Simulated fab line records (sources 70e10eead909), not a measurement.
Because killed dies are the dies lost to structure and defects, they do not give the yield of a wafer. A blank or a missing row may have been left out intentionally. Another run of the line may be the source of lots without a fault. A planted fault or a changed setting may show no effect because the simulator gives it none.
Which tool did it? | flow nand harc | 14 lots with 42 wafers sampled at 5 steps, on a route of 1159 steps

WHAT THE GAUGES SHOWED, per wafer
NHARC_THIN_TSV_CD_MEAS_33: the cd target is 5000 nm. Usual: cd nm reads 4999.4 nm (standard deviation 2.1).
lot  | measured     | on        | cd nm (nm)           | flag
L504 | day 19 08:10 | cd sem-02 | 4996.7 4997.5 4998.9 |
L506 | day 19 17:46 | cd sem-01 | 5000.9 4996.3 4999.9 |
L505 | day 19 15:21 | cd sem-03 | 5002.3 4997.0 4997.9 |
L507 | day 19 23:11 | cd sem-02 | 5001.1 5002.1 4998.8 |
L509 | day 20 15:21 | cd sem-02 | 4997.8 5000.9 4998.9 |
L510 | day 20 16:40 | cd sem-03 | 5001.2 4997.2 5002.5 |
L513 | day 21 10:02 | cd sem-01 | 4997.3 4995.0 4998.2 |
L515 | day 21 12:33 | cd sem-02 | 5002.4 4997.3 5000.8 |
L517 | day 21 13:37 | cd sem-01 | 4999.9 4996.8 5000.3 |
L514 | day 21 16:59 | cd sem-03 | 4998.8 4998.1 4997.8 |
L516 | day 22 00:08 | cd sem-01 | 4998.3 4999.9 4999.9 |
L518 | day 22 15:07 | cd sem-02 | 4995.6 4998.9 4997.0 |
L519 | day 23 03:32 | cd sem-01 | 5004.5 5000.5 5004.7 |
L520 | day 23 04:27 | cd sem-02 | 4998.9 4998.9 5001.4 |

NHARC_END_SORT_01. Usual: killed at array 26, standard deviation 10; killed at other 0.8, standard deviation 1.1; killed at periphery 3.3, standard deviation 2.6; killed dies 30, standard deviation 11; killed open 3.4, standard deviation 1.8; killed short 2.0, standard deviation 1.3.
lot  | measured     | on        | killed at array | killed at other | killed at periphery | killed dies | killed open | killed short | flag
L510 | day 21 01:05 | prober-01 | 17 12 17        | 2 1 1           | 7 2 7               | 26 15 25    | 4 0 2       | 2 1 1        |
L514 | day 22 10:38 | prober-01 | 32              | 1               | 1                   | 34          | 6           | 3            |
L518 | day 23 01:52 | prober-01 | 65 122 72       | 2 2 0           | 4 4 2               | 71 128 74   | 3 4 4       | 3 2 3        | OFF
L519 | day 23 13:21 | prober-02 | 61 75 131       | 0 0 0           | 0 0 0               | 61 75 131   | 5 7 7       | 3 1 0        | OFF

EACH LOT AND THE TOOL THAT RAN IT (in order: tool; ch and the chambers of the sampled wafers; start)
lot  | NHARC_A_CONTACT_DEP_24          | NHARC_THIN_TSV_DEGAS_49      | NHARC_THIN_TSV_PVD_51
L504 | pecvd-02 ch 0,1,2, day 16 06:08 | pvd sputter-02, day 19 04:48 | pvd sputter-02, day 19 08:10 or earlier
L506 | pecvd-02 ch 0,1, day 16 14:48   | pvd sputter-01, day 19 14:44 | pvd sputter-01, day 19 17:46 or earlier
L505 | pecvd-03 ch 0,1,2, day 16 17:04 | pvd sputter-03, day 19 12:11 | pvd sputter-03, day 19 15:21 or earlier
L507 | pecvd-03 ch 0,1,2, day 17 07:14 | pvd sputter-02, day 19 19:58 | pvd sputter-02, day 19 23:11 or earlier
L509 | pecvd-03 ch 1,2, day 17 22:22   | pvd sputter-03, day 20 12:21 | pvd sputter-03, day 20 15:21 or earlier
L510 | pecvd-02 ch 0,2, day 17 22:28   | pvd sputter-01, day 20 13:32 | pvd sputter-01, day 20 16:40 or earlier
L513 | pecvd-03 ch 1,2, day 18 14:34   | pvd sputter-02, day 21 07:02 | pvd sputter-02, day 21 10:02 or earlier
L515 | pecvd-03 ch 0,1,2, day 18 19:12 | pvd sputter-03, day 21 09:23 | pvd sputter-03, day 21 12:33 or earlier
L517 | pecvd-02 ch 0,2, day 18 19:17   | pvd sputter-02, day 21 10:27 | pvd sputter-02, day 21 13:37 or earlier
L514 | pecvd-03 ch 0,1,2, day 19 05:05 | pvd sputter-03, day 21 13:51 | pvd sputter-03, day 21 16:59 or earlier
L516 | pecvd-02 ch 0,1, day 19 05:32   | pvd sputter-01, day 21 20:59 | pvd sputter-01, day 22 00:08 or earlier
L518 | pecvd-02 ch 0,2, day 19 20:59   | pvd sputter-02, day 22 12:01 | pvd sputter-02, day 22 15:07 or earlier
L519 | pecvd-02 ch 0,1,2, day 19 23:25 | pvd sputter-03, day 23 00:18 | pvd sputter-03, day 23 03:32 or earlier
L520 | pecvd-03 ch 1,2, day 20 01:35   | pvd sputter-01, day 23 01:19 | pvd sputter-01, day 23 04:27 or earlier
- NHARC_A_CONTACT_DEP_24: deposits SiO2, target thk 500 nm.
- NHARC_THIN_TSV_DEGAS_49: time 120 s.
- NHARC_THIN_TSV_PVD_51: deposits Cu, target thk 100 nm.

AS READ BY THE TOOLS THEMSELVES (means over the sampled wafers that have a number; for cases with no such wafer, the mark the record gives instead)
NHARC_A_CONTACT_DEP_24. Usual: heater power outer w 327 W, standard deviation 75; heater power w 588 W, standard deviation 120; throttle valve pct 15.9 %, standard deviation 0.58.
lot  | tool     | heater power outer w (W) | heater power w (W) | throttle valve pct (%) | flag
L504 | pecvd-02 | 317                      | 560                | 15.8                   |
L506 | pecvd-02 | 342                      | 631                | 16.0                   |
L505 | pecvd-03 | 333                      | 606                | 16.1                   |
L507 | pecvd-03 | 333                      | 605                | 15.9                   |
L509 | pecvd-03 | 302                      | 551                | 16.4                   |
L510 | pecvd-02 | 325                      | 582                | 15.8                   |
L513 | pecvd-03 | 310                      | 559                | 16.6                   |
L515 | pecvd-03 | 346                      | 612                | 16.2                   |
L517 | pecvd-02 | 286                      | 542                | 15.9                   |
L514 | pecvd-03 | 365                      | 658                | 16.0                   |
L516 | pecvd-02 | 346                      | 633                | 16.3                   |
L518 | pecvd-02 | 326                      | 591                | 15.9                   |
L519 | pecvd-02 | 258                      | 480                | 16.2                   |
L520 | pecvd-03 | 259                      | 502                | 16.8                   |

NHARC_THIN_TSV_DEGAS_49. Usual: heater power w reads 469 W (standard deviation 46).
lot  | tool           | heater power w (W) | flag
L504 | pvd sputter-02 | 568                |
L506 | pvd sputter-01 | 448                |
L505 | pvd sputter-03 | 434                |
L507 | pvd sputter-02 | 554                |
L509 | pvd sputter-03 | 433                |
L510 | pvd sputter-01 | 486                |
L513 | pvd sputter-02 | 517                |
L515 | pvd sputter-03 | 442                |
L517 | pvd sputter-02 | 501                |
L514 | pvd sputter-03 | 430                |
L516 | pvd sputter-01 | 491                |
L518 | pvd sputter-02 | 522                |
L519 | pvd sputter-03 | 438                |
L520 | pvd sputter-01 | 488                |

NHARC_THIN_TSV_PVD_51. Usual: throttle valve pct reads 30.6 % (standard deviation 1.1).
lot  | tool           | throttle valve pct (%) | flag
L504 | pvd sputter-02 | 29.8                   |
L506 | pvd sputter-01 | 31.2                   |
L505 | pvd sputter-03 | 30.4                   |
L507 | pvd sputter-02 | 29.3                   |
L509 | pvd sputter-03 | 30.7                   |
L510 | pvd sputter-01 | 31.2                   |
L513 | pvd sputter-02 | 30.4                   |
L515 | pvd sputter-03 | 29.8                   |
L517 | pvd sputter-02 | 30.8                   |
L514 | pvd sputter-03 | 31.0                   |
L516 | pvd sputter-01 | 31.5                   |
L518 | pvd sputter-02 | 30.9                   |
L519 | pvd sputter-03 | 29.8                   |
L520 | pvd sputter-01 | 30.6                   |

THE ANSWER, worked out from the rows above alone
Rule: lot off if the mean of its wafers having a number is beyond 3 standard deviations from the usual mean. Also off: a lot with no number at a reading for which 4 or more lots have one. All remaining lots with rows at the step are treated as sound. Order of review: gauges by route order, followed by the tools' own readings, for which a lot's mean as printed above is used. At the first step where some lot is off, the reading lying furthest off is the one used; lots without a number count as furthest.
Off, at NHARC_END_SORT_01 on killed at array: L518, L519. Neither off nor sound, because the step has no rows for them: L504, L506, L505, L507, L509, L513, L515, L517, L516, L520.
A tool fits if, at a process step before that reading, it ran every lot that is off, and no sound lot after the first of them. Gauges at NHARC_END_SORT_01: tried the same way as those tools. NHARC_THIN_TSV_PVD_51: start missing for some lots; hours and lot order therefore follow NHARC_THIN_TSV_CD_MEAS_33. One candidate fits, namely pecvd-02 at NHARC_A_CONTACT_DEP_24. A fault onset in the window from L510 (day 17 22:28, its last sound lot) to L518 (day 19 20:59, its first lot off) fits.

WHAT THE SIMULATOR PUT IN
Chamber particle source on pecvd-02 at NHARC_A_CONTACT_DEP_24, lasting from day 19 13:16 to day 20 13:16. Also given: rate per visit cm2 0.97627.
Shown lots that were struck: L518, L519. The rule above reached the same finding.
